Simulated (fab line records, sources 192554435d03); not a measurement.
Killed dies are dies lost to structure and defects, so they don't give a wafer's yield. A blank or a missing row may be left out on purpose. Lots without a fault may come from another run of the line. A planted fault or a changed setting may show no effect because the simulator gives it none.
Split-lot experiment | flow n5_finfet | 7 lots, 21 wafers read, on a route of 1938 steps

THE SPLIT
At N5_BEOL_M9_COAT_60 (time 60 s, resist thk 30 nm), the setting spin_rpm was moved away from the recipe's 1500 rpm on 5 of the 21 wafers read, by -10.1% to +9.9%. The other wafers ran this setting at the recipe's value.

FROM THE SPLIT TO THE READING: what the file shows between them, 6 steps
- N5_BEOL_M9_EXPOSE_08: exposes mask M9 (also split here: dose_mj)
- N5_BEOL_M9_PEB_09: peb time 60 s
- N5_BEOL_M9_DEVELOP_10: develop time 30 s
- N5_BEOL_M9_CD_MEAS_11: target cd 64.1 nm
- N5_BEOL_M9_DESCUM_16: chemistry O2, time 7.9 s
- N5_BEOL_M9_ETCH_61: etches SiARC in CF4, target depth 39 nm, time 65 s

THE READING
SiARC_of_BEOL_M9_COAT_60.thk_nm (the simulator's own value, which no gauge read), in nm, at N5_BEOL_M9_ETCH_62 (etches SOC in N2/H2, target depth 110 nm, overetch 22 nm, time 165 s). The file gives no usual value for it. The 16 wafers here that ran the recipe average 23.4 nm, standard deviation 0.18 nm.

wafer  | tool, chamber at the split | spin_rpm as run, rpm | against the recipe | SiARC_of_BEOL_M9_COAT_60.thk_nm, nm | against lot-mates on the recipe
L075.2 | litho_track-04, 0          | 1362                 | -9.2%              | 25.2                                | +2.0
L075.3 | litho_track-04, 0          | 1362                 | -9.2%              | 24.6                                | +1.4
L075.5 | litho_track-04, 0          | 1500                 | recipe             | 23.2                                | -
L080.1 | litho_track-04, 0          | 1500                 | recipe             | 23.6                                | -
L080.3 | litho_track-04, 0          | 1500                 | recipe             | 23.4                                | -
L080.5 | litho_track-04, 0          | 1500                 | recipe             | 23.4                                | -
L084.1 | litho_track-01, 0          | 1500                 | recipe             | 23.4                                | -
L084.4 | litho_track-01, 0          | 1500                 | recipe             | 23.2                                | -
L084.5 | litho_track-01, 0          | 1500                 | recipe             | 23.6                                | -
L091.1 | litho_track-03, 0          | 1500                 | recipe             | 23.2                                | -
L091.3 | litho_track-03, 0          | 1500                 | recipe             | 23.6                                | -
L091.5 | litho_track-03, 0          | 1500                 | recipe             | 23.6                                | -
L095.2 | litho_track-03, 0          | 1500                 | recipe             | 23.2                                | -
L095.3 | litho_track-03, 0          | 1500                 | recipe             | 23.2                                | -
L095.4 | litho_track-03, 0          | 1500                 | recipe             | 23.6                                | -
L096.1 | litho_track-04, 0          | 1500                 | recipe             | 23.6                                | -
L096.4 | litho_track-04, 0          | 1500                 | recipe             | 23.6                                | -
L096.5 | litho_track-04, 0          | 1649                 | +9.9%              | 22                                  | -1.6
L097.1 | litho_track-01, 0          | 1349                 | -10.1%             | 24.8                                | +1.6
L097.2 | litho_track-01, 0          | 1349                 | -10.1%             | 25                                  | +1.8
L097.6 | litho_track-01, 0          | 1500                 | recipe             | 23.2                                | -

THE FIT
A straight line over all 21 wafers: SiARC_of_BEOL_M9_COAT_60.thk_nm changes by -0.151 nm for each +1% of spin_rpm; r = -0.96; the points scatter about the line by 0.2 nm.
The same after taking each lot's own level away (the mean of its wafers on the recipe; 21 wafers): -0.172 nm for each +1%; r = -0.98; scatter 0.17 nm.
On that fit, the largest move of spin_rpm shifts the reading by 1.7 nm.
The lots' own levels span 23.20 to 23.60 nm, that is 2.2 times the standard deviation above.
So the lot-to-lot level changes the slope: the two fits differ.
Check: with one of the wafers moved furthest among these (-10.1%) left out of the fit, the line predicts +1.79 nm for it against its lot-mates. It came out at +1.6 nm against them.

OTHER SPLITS ON THESE WAFERS
These wafers also went through other splits before the reading. Each is held against what the fit with the lots' levels taken away leaves over:
other split on the same wafers   | wafers away from the commonest value | r with SiARC_of_BEOL_M9_COAT_60.thk_nm (lot level and that fit taken away)
N5_BEOL_M7_TRENCH_ETCH_37 time_s | 11                                   | +0.36
N5_BEOL_M9_EXPOSE_08 dose_mj     | 11                                   | +0.01

THE WHOLE CHAIN: every reading that the file lists as answering this split, in the file's order
step               | what it does                                                         | reading                                                                            | change (the file's fit)               | r (the file's)
N5_BEOL_M9_COAT_60 | time 60 s, resist thk 30 nm                                          | SiARC_of_BEOL_M9_COAT_60.thk_nm (the simulator's own value, which no gauge read)   | -0.154 nm for each +1% of the setting | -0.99
N5_BEOL_M9_ETCH_61 | etches SiARC in CF4, target depth 39 nm, time 65 s                   | etch.depth_nm (the simulator's own value, which no gauge read)                     | -0.154 nm for each +1% of the setting | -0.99
N5_BEOL_M9_ETCH_61 | etches SiARC in CF4, target depth 39 nm, time 65 s                   | CAR-ArF_of_BEOL_M9_COAT_05.thk_nm (the simulator's own value, which no gauge read) | +0.148 nm for each +1% of the setting | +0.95
N5_BEOL_M9_ETCH_62 | etches SOC in N2/H2, target depth 110 nm, overetch 22 nm, time 165 s | SiARC_of_BEOL_M9_COAT_60.thk_nm (the simulator's own value, which no gauge read)   | -0.171 nm for each +1% of the setting | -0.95

THE FILE'S OWN FIT
SiARC_of_BEOL_M9_COAT_60.thk_nm changes by -0.171 nm for each +1% of spin_rpm, r = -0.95.
